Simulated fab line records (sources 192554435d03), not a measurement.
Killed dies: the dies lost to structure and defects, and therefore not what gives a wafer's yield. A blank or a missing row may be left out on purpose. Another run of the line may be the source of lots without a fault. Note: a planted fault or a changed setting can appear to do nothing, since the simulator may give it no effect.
fab line records	flow n5_finfet
record lots=11	wafers=27	last_day=18
route steps=1938 shown DUMMY_GATE@221 SD_EPI_N@272 BEOL_M4@1111 PASSIVATION@1936
lots that met no fault: taken from a fault-free run of the same line
start_h: start of the lot's first displayed wafer, in hours after the record's first day	wait_h: hours from the lot's prior step to this one	" repeats the value in the row above	L1.1+2: several wafers, shown together as one row	- no value present, or no start provided	* or withheld: withheld	< > ~ a bound
route shown NAME@n: names a module that has steps shown in the file, with the first one's number in the route	usual: mean/standard deviation of fault-free wafers	same: alike in all rows	chamber/n: place in a boat	sites: per-site readings	_std_site: their standard deviation	_edge_site: inner sites' mean taken away from outer sites' mean	radius_mm: for every site, how far away it sits from the centre of the wafer	mask NAME#n: copy n	behind: the tool/chamber that last shaped the wafer	hold: cause of the lot's hold/its duration in hours/its outcome	device: the transistor (n, p or np) that didn't switch	end of line: the tests these same wafers got at the end of their route	where a step has no rows: the recipe by itself	killed: count of dies lost to structure and defects at first sort (not the wafer's yield)	map: a wafer's dies, marking killed ones x, the rest . and places with no die _
set.NAME: the run value of the setting; set.NAME@STEP: its run value at that earlier step	model.NAME: the simulator's own value behind a step, which no gauge read
steps of the route over a sample of lots; a table a step, a row a wafer
services: the hour from which a tool's chamber was out of use, counted from the record's first day as start_h (under 0 if before that day), plus the number of hours and why
## steps
# step N5_DUMMY_GATE_PECVD_30
# recipe material=SiO2	target_thk_a=550	temp_c=400	precursor=TEOS/O2	pressure_torr=6.5	rf_w=withheld	teos_flow_sccm=withheld	gas=O2	flow_sccm=2650	time_s=10.8
# same time_s=10.8
lot.wafer	tool	chamber	start_h	wait_h
L812.4+6	pecvd-02	0,2	46.01	0.1
L813.1+2+4	pecvd-02	0,2,1	53.76	0.0
L814.2+3	pecvd-04	2,0	60.33	0.0
L815.2+5+6	pecvd-02	2,2,1	62.98	0.0
L816.1+4+5	pecvd-02	0,2,1	69.17	0.0
L817.3+4+6	pecvd-02	2,0,1	77.30	0.0
L829.1+4	pecvd-01	2,0	148.44	0.0
L831.1+6	pecvd-04	0,1	161.41	0.0
L833.2+4	pecvd-04	0,1	170.61	0.0
L834.4+5+6	pecvd-02	2,0,1	180.99	0.1
L835.2+4	pecvd-02	2,1	184.53	0.0
# step N5_DUMMY_GATE_ETCH_23
# recipe chemistry=HBr/Cl2/O2	HBr_flow_sccm=150	Cl2_flow_sccm=80	O2_flow_sccm=12	bias_w=102	target_depth_a=410	time_s=22.3	target=poly-Si	mask_material=SiO2	pressure_mtorr=10	icp_w=800
# usual drypump_motor_current_A=5.6/0.38	oes_product_au=0.997/0.027	throttle_valve_pct=37.32/0.26
# same time_s=22.3
lot.wafer	tool	chamber	start_h	wait_h	drypump_motor_current_A	oes_product_au	rf_hours_counter_h	throttle_valve_pct
L812.4	rie_si-04	3	47.28	0.0	5.4	1.017	110	37.76
L812.6	"	0	"	"	6.4	0.955	-	37.02
L813.1	rie_si-05	2	55.53	0.0	5.3	0.972	85	37.74
L813.2	"	1	"	"	4.9	1.041	74	37.12
L813.4	"	2	"	"	5.3	0.979	-	37.74
L814.2	rie_si-04	1	61.48	0.0	5.7	1.026	180	37.18
L814.3	"	0	"	"	6.4	0.952	147	37.04
L815.2	rie_si-02	2	64.25	0.0	5.5	0.965	152	37.27
L815.5	"	1	"	"	6.0	0.951	-	37.64
L815.6	"	0	"	"	5.9	0.991	-	37.38
L816.1	rie_si-05	0	70.45	0.0	5.6	1.016	3	37.08
L816.4	"	2	"	"	5.3	0.977	-	37.75
L816.5	"	0	"	"	5.6	1.020	-	37.10
L817.3	rie_si-05	0	78.45	0.0	5.5	1.032	3	37.09
L817.4	"	2	"	"	5.3	0.980	-	37.75
L817.6	"	1	"	"	4.9	1.048	-	37.13
L829.1	rie_si-02	3	149.89	0.0	5.9	1.008	153	37.22
L829.4	"	0	"	"	5.9	1.006	149	37.38
L831.1	rie_si-02	2	162.56	0.0	5.5	0.974	154	37.25
L831.6	"	0	"	"	5.9	1.014	-	37.39
L833.2	rie_si-04	2	171.89	0.0	5.6	1.033	38	37.15
L833.4	"	3	"	"	5.4	1.007	113	37.76
L834.4	rie_si-05	1	182.56	0.0	4.9	1.036	77	37.13
L834.5	"	3	"	"	5.6	0.981	-	37.08
L834.6	"	2	"	"	5.3	0.979	-	37.74
L835.2	rie_si-05	1	186.24	0.0	4.9	1.031	77	37.13
L835.4	"	3	"	"	5.7	0.989	102	37.08
# step N5_DUMMY_GATE_ETCH_44
# recipe chemistry=HBr/O2	over_etch_frac=0.7	target_depth_a=1275	stop_on=SiO2	ion_energy_ev=60	bias_w=20	target=poly-Si	mask_material=SiO2	pressure_mtorr=20	icp_w=400	HBr_flow_sccm=120	O2_flow_sccm=10
# usual drypump_motor_current_A=5.6/0.38	oes_product_au=0.726/0.015	throttle_valve_pct=18.59/0.21
lot.wafer	tool	chamber	start_h	wait_h	drypump_motor_current_A	oes_product_au	rf_hours_counter_h	throttle_valve_pct
L812.4	rie_si-04	3	47.33	0.0	5.4	0.733	111	19.03
L812.6	"	0	"	"	6.4	0.712	-	18.39
L813.1	rie_si-05	2	55.61	0.1	5.3	0.724	85	18.71
L813.2	"	1	"	"	4.9	0.749	74	18.41
L813.4	"	2	"	"	5.3	0.724	-	18.69
L814.2	rie_si-04	1	61.54	0.0	5.7	0.762	180	18.49
L814.3	"	0	"	"	6.4	0.697	147	18.37
L815.2	rie_si-02	2	64.31	0.0	5.5	0.714	152	18.62
L815.5	"	1	"	"	6.0	0.715	-	18.76
L815.6	"	0	"	"	5.9	0.726	-	18.68
L816.1	rie_si-05	0	70.51	0.0	5.5	0.736	3	18.41
L816.4	"	2	"	"	5.3	0.714	-	18.70
L816.5	"	0	"	"	5.6	0.739	-	18.41
L817.3	rie_si-05	0	78.51	0.0	5.5	0.743	3	18.42
L817.4	"	2	"	"	5.3	0.725	-	18.70
L817.6	"	1	"	"	4.9	0.733	-	18.40
L829.1	rie_si-02	3	149.95	0.0	5.9	0.721	153	18.74
L829.4	"	0	"	"	5.9	0.720	149	18.69
L831.1	rie_si-02	2	162.62	0.0	5.5	0.705	154	18.63
L831.6	"	0	"	"	5.9	0.703	-	18.69
L833.2	rie_si-04	2	171.95	0.0	5.6	0.745	38	18.26
L833.4	"	3	"	"	5.4	0.749	113	19.06
L834.4	rie_si-05	1	182.61	0.0	4.9	0.746	77	18.39
L834.5	"	3	"	"	5.6	0.712	-	18.48
L834.6	"	2	"	"	5.3	0.731	-	18.70
L835.2	rie_si-05	1	186.29	0.0	4.9	0.730	77	18.40
L835.4	"	3	"	"	5.7	0.704	102	18.48
# step N5_SD_EPI_N_INSPECT_11
# recipe mode=adi	inspect_instrument=macro
# usual raw_defect_count=2.2/1.5
lot.wafer	tool	chamber	start_h	wait_h	raw_defect_count
L812.4	defect_inspect-02	-	48.79	0.0	2
L812.6	"	-	"	"	1
L813.1	defect_inspect-02	-	57.10	0.0	1
L813.2	"	-	"	"	3
L813.4	"	-	"	"	0
L814.2	defect_inspect-02	-	62.88	0.0	2
L814.3	"	-	"	"	1
L815.2	defect_inspect-02	-	65.69	0.0	2
L815.5	"	-	"	"	1
L815.6	"	-	"	"	3
L816.1	defect_inspect-02	-	71.94	0.0	20
L816.4	"	-	"	"	2
L816.5	"	-	"	"	3
L817.3	defect_inspect-02	-	80.19	0.0	1
L817.4	"	-	"	"	20
L817.6	"	-	"	"	5
L829.1	defect_inspect-01	-	151.52	0.0	1
L829.4	"	-	"	"	2
L831.1	defect_inspect-01	-	164.12	0.0	5
L831.6	"	-	"	"	2
L833.2	defect_inspect-01	-	173.27	0.0	4
L833.4	"	-	"	"	3
L834.4	defect_inspect-01	-	184.46	0.0	7
L834.5	"	-	"	"	2
L834.6	"	-	"	"	2
L835.2	defect_inspect-01	-	189.43	0.0	3
L835.4	"	-	"	"	3
# step N5_SD_EPI_N_STRIP_38
# recipe chemistry=N2/H2	power_w=1000	temp_c=250	h2_frac=0.65	overash_fraction=0.3	pressure_mtorr=withheld	n2_flow_sccm=1750	h2_flow_sccm=3250
# usual drypump_motor_current_A=5.7/0.43	heater_power_w=345/18	oes_product_au=0.760/0.011
lot.wafer	tool	chamber	start_h	wait_h	drypump_motor_current_A	heater_power_w	oes_product_au	rf_hours_counter_h
L812.4	plasma_asher-01	1	49.62	0.0	6.4	342	0.776	-
L812.6	"	0	"	"	5.1	381	0.759	-
L813.1	plasma_asher-02	1	57.92	0.1	5.5	335	0.775	80
L813.2	"	0	"	"	5.8	322	0.755	80
L813.4	"	1	"	"	5.5	346	0.779	-
L814.2	plasma_asher-02	1	63.82	0.1	5.5	352	0.751	81
L814.3	"	0	"	"	5.9	327	0.780	-
L815.2	plasma_asher-02	1	66.51	0.1	5.5	360	0.771	81
L815.5	"	1	"	"	5.5	355	0.760	-
L815.6	"	0	"	"	5.8	332	0.742	-
L816.1	plasma_asher-02	0	72.76	0.1	5.8	328	0.755	82
L816.4	"	1	"	"	5.4	343	0.763	-
L816.5	"	0	"	"	5.8	324	0.770	-
L817.3	plasma_asher-02	0	81.02	0.1	5.8	335	0.752	-
L817.4	"	1	"	"	5.5	340	0.794	-
L817.6	"	0	"	"	5.8	332	0.760	-
L829.1	plasma_asher-02	0	152.33	0.1	5.8	321	0.768	101
L829.4	"	1	"	"	5.5	355	0.760	-
L831.1	plasma_asher-01	0	164.99	0.1	5.1	381	0.739	56
L831.6	"	1	"	"	6.4	331	0.757	-
L833.2	plasma_asher-02	1	174.11	0.1	5.5	344	0.769	105
L833.4	"	0	"	"	5.8	327	0.761	-
L834.4	plasma_asher-02	0	185.29	0.1	5.9	330	0.752	-
L834.5	"	0	"	"	5.8	328	0.743	-
L834.6	"	1	"	"	5.5	350	0.756	-
L835.2	plasma_asher-01	1	190.24	0.1	6.4	333	0.765	61
L835.4	"	1	"	"	6.4	330	0.743	-
# step N5_BEOL_M4_RC_MEAS_101
# usual DIBL_N=36.1/2	DIBL_P=36.3/2.5	IOFF_N=0.16/0.037	IOFF_P=0.21/0.039	ION_N=678/15	ION_P=465/8.7	SS_N=71.4/0.7	SS_P=73.3/0.74	VT_N=249/3.6	VT_P=-250.0/2.9
lot.wafer	tool	chamber	start_h	wait_h	DIBL_N[mV/V]	DIBL_P[mV/V]	IOFF_N[nA/um]	IOFF_P[nA/um]	ION_N[uA/um]	ION_P[uA/um]	SS_N[mV/dec]	SS_P[mV/dec]	VT_N[mV]	VT_P[mV]
L812.4	prober-01	0	162.15	0.5	35.5	36.4	0.16	0.26	669	475	72.2	73.6	251	-243.3
L812.6	"	0	"	"	33.2	33.5	0.11	0.20	649	462	71.1	72.7	257	-247.6
L813.1	prober-02	0	178.41	0.0	38.3	39.1	0.24	0.29	711	482	71.9	73.6	241	-245.8
L813.2	"	0	"	"	35.3	35.5	0.16	0.22	670	465	71.7	71.8	249	-248.4
L813.4	"	0	"	"	35.2	36.0	0.16	0.23	671	465	71.8	72.8	245	-249.0
L815.2	prober-02	0	181.22	0.2	33.3	30.4	0.09	0.15	643	452	70.6	72.3	257	-252.8
L815.5	"	0	"	"	36.9	35.9	0.14	0.21	684	470	71.0	72.7	250	-250.1
L815.6	"	0	"	"	33.6	30.2	0.09	0.14	642	443	70.6	71.8	258	-255.9
L814.2	prober-01	0	191.52	0.2	35.7	35.4	0.14	0.17	675	457	70.6	73.0	254	-255.2
L814.3	"	0	"	"	37.6	37.8	0.18	0.22	674	460	72.1	74.7	249	-249.7
L816.1	prober-01	0	195.83	0.0	37.2	35.6	0.17	0.23	688	472	71.7	74.1	249	-251.1
L816.4	"	0	"	"	39.2	36.4	0.20	0.25	681	459	72.3	73.8	247	-249.6
L816.5	"	0	"	"	38.7	36.8	0.18	0.26	688	473	72.6	73.2	249	-251.2
L817.3	prober-02	0	198.11	0.3	36.2	37.4	0.16	0.21	679	463	71.7	73.2	249	-253.5
L817.4	"	0	"	"	34.6	35.8	0.13	0.18	671	466	71.1	72.5	256	-253.8
L817.6	"	0	"	"	37.3	39.0	0.19	0.23	688	467	72.2	74.0	250	-251.7
L829.1	prober-02	0	299.15	0.0	35.3	36.6	0.15	0.21	654	456	71.2	73.1	252	-249.0
L829.4	"	0	"	"	34.1	34.7	0.14	0.19	674	473	70.5	71.9	251	-250.6
L833.2	prober-02	0	306.21	0.2	38.5	39.9	0.21	0.22	685	455	72.0	74.3	248	-252.6
L833.4	"	0	"	"	35.2	34.9	0.15	0.16	671	451	70.6	72.9	252	-256.1
L831.1	prober-02	0	308.27	0.0	34.5	35.3	0.15	0.20	690	476	71.0	72.5	249	-250.5
L831.6	"	0	"	"	34.3	35.2	0.13	0.19	660	453	70.8	72.5	252	-249.1
L835.2	prober-02	0	313.26	0.2	34.2	34.1	0.13	0.18	676	466	70.1	73.3	251	-251.3
L835.4	"	0	"	"	36.9	37.5	0.16	0.23	672	468	71.6	74.1	251	-249.1
L834.4	prober-01	0	325.44	0.5	39.8	41.0	0.25	0.31	702	476	72.3	74.4	242	-245.9
L834.5	"	0	"	"	36.3	37.9	0.17	0.25	687	474	71.1	74.2	246	-244.9
L834.6	"	0	"	"	37.8	38.1	0.21	0.24	689	460	72.4	74.1	244	-248.1
# step N5_PASSIVATION_PROBE_49
# usual defect_limited_yield=91.1/1.3	killed_at_M0_to_M3=32/9.7	killed_at_M4_up=16/6	killed_at_contacts=12/5.9	killed_at_front_end=41/11	killed_at_other=4/3.1	killed_dies=104/16	killed_open=68/12	killed_short=34/7.4	sort_bin_5_function=5.1/0.85	sort_bin_6_memory=3.3/0.66	sort_bin_8_speed=0.1/0.53	sort_n_pass=1075/16	sort_yield_pct=91.1/1.4
# same gross_dies=1180	killed_at_back_side=0	sort_bin_4_leakage[%]=0
lot.wafer	tool	chamber	start_h	wait_h	defect_limited_yield[%]	killed_at_M0_to_M3	killed_at_M4_up	killed_at_contacts	killed_at_front_end	killed_at_other	killed_dies	killed_open	killed_short	sort_bin_5_function[%]	sort_bin_6_memory[%]	sort_bin_8_speed[%]	sort_n_pass	sort_yield_pct[%]
L817.4	prober-01	-	314.09	0.2	89.3	42	22	12	46	4	126	68	39	6.0	3.9	0	1054	89.3
L816.1	prober-02	-	341.58	0.0	88.6	44	17	8	64	1	134	63	45	6.4	4.0	0	1046	88.6
# killed by level:class
L817.4 DUMMY_GATE:unspecified=16 BEOL_M3:geometric_particle:open=12 BEOL_M0_SAQP:geometric_particle:open=9 MOL_CONTACT_COAG:geometric_particle:open=8 GATE_CUT:geometric_particle:short=7 BEOL_M1:geometric_particle:open=6 FIN_SAQP:geometric_particle:short=5 FIN_SAQP:geometric_particle:open=4
L816.1 DUMMY_GATE:unspecified=18 BEOL_M2:geometric_particle:open=12 BEOL_M0_SAQP:geometric_particle:short=8 FIN_SAQP:geometric_particle:open=7 HKMG_FIN:area_etch=7 FIN_SAQP:geometric_particle:short=6 DUMMY_GATE:geometric_particle:open=6 MOL_CONTACT_COAG:geometric_particle:open=6
## services
tool	chamber	start_h	hours	kind
rie_si-04	0	27.24	12.2	repair
rie_si-05	0	42.00	15.4	repair
pecvd-04	-	73.51	0.4	repair
pecvd-01	0	76.29	13.2	repair
rie_si-05	2	90.35	12.3	repair
pecvd-02	0	91.74	5.5	scheduled_down
rie_si-05	0	95.30	2.4	repair
pecvd-04	-	99.25	28.1	pm
pecvd-01	2	104.13	4.0	repair
rie_si-02	0	114.51	2.6	repair
pecvd-01	2	131.50	6.3	repair
pecvd-04	0	131.92	2.1	scheduled_down
pecvd-01	1	133.26	-	calibration
plasma_asher-01	-	137.25	14.6	pm
pecvd-04	-	155.23	2.8	pm
rie_si-04	2	156.14	6.2	repair
pecvd-04	-	160.06	0.3	repair
pecvd-02	2	161.44	4.7	repair
pecvd-02	-	161.88	9.5	repair
rie_si-05	2	164.19	6.8	repair
plasma_asher-02	-	178.06	0.3	repair
rie_si-04	0	178.88	4.3	repair
## key
first_sign step=N5_SD_EPI_N_INSPECT_11	reading=raw_defect_count	direction=up	sigmas=12	usual=2.2	struck=20
effect none on later readings
met_at N5_DUMMY_GATE_PECVD_30
struck_lots L816,L817
struck_wafers L816.1,L817.4
not_acting_at N5_DUMMY_GATE_ETCH_23,N5_DUMMY_GATE_ETCH_44,N5_SD_EPI_N_STRIP_38
onset_between 53.76 69.17
fault kind=chamber_particle_source	tool=pecvd-02	chamber=0	onset_h=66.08	steps=N5_DUMMY_GATE_PECVD_30	rate_per_visit_cm2=0.031663	end_h=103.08
